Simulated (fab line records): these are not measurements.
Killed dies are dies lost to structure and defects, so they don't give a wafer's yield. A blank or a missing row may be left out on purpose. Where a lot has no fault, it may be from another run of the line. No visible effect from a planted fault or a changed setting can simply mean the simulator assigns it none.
Matching of chambers	flow n5_finfet	N5_BEOL_M11_STRIP_19 on rie_diel-04 has 4 sister chambers
The step strips in O2. 16 wafers are shown with their chamber, then 8 later ones without.

== WAFERS, EACH WITH ITS CHAMBER ==
wafer	chamber	drypump_motor_current_A (A)	throttle_valve_pct (%)	showerhead_plenum_p_Torr (Torr)
L076.1	0	5.4	16.47	2.06
L076.4	3	5.9	17.14	1.99
L076.6	0	5.3	16.46	2.06
L081.3	0	5.4	16.48	2.06
L081.5	2	4.7	16.41	2.21
L081.6	1	5.1	16.16	2.12
L080.1	2	4.7	16.41	2.21
L080.4	1	5.1	16.16	2.12
L080.5	3	5.9	17.13	1.99
L085.1	1	5.1	16.20	2.12
L085.2	2	4.7	16.43	2.21
L085.3	3	5.9	17.17	1.98
L092.1	3	5.9	16.75	2.25
L092.2	2	4.7	16.45	2.20
L092.4	2	4.7	16.45	2.20
L090.1	1	5.1	16.23	2.12

SIGNATURES, as means of the wafers listed above
reading	chamber 0	chamber 1	chamber 2	chamber 3	scatter within a chamber
drypump_motor_current_A	5.367	5.100	4.700	5.900	0.0236
throttle_valve_pct	16.4700	16.1875	16.4300	17.0475	0.102
showerhead_plenum_p_Torr	2.0600	2.1200	2.2060	2.0525	0.066
Rule: for each reading, subtract the chamber's mean from the wafer's reading, divide by that reading's scatter and square the result; add these up over the readings and take the root, which gives the wafer's distance from the chamber. If the next closest chamber is less than 2 further off than the closest, the wafer can't be placed; otherwise it belongs to the closest. The scatter: the root of (the sum of the squares of (reading less its chamber's mean) over the shown wafers, divided by (wafers less chambers)).

== WAFERS WHOSE CHAMBER IS MISSING ==
wafer	drypump_motor_current_A (A)	throttle_valve_pct (%)	showerhead_plenum_p_Torr (Torr)
L090.3	5.9	16.71	2.25
L090.4	5.9	16.74	2.25
L093.2	5.1	16.25	2.12
L093.5	5.1	16.24	2.12
L093.6	4.7	16.45	2.20
L095.1	4.7	16.46	2.20
L095.2	5.4	16.54	2.05
L095.6	4.7	16.46	2.20

== WHICH CHAMBER EACH WENT THROUGH ==
wafer	from the rows above	in truth
L090.3	3	3
L090.4	3	3
L093.2	1	1
L093.5	1	1
L093.6	2	2
L095.1	2	2
L095.2	0	0
L095.6	2	2
8 of 8 placed correctly. Number that these rows cannot place: 0. Placed wrongly: 0.
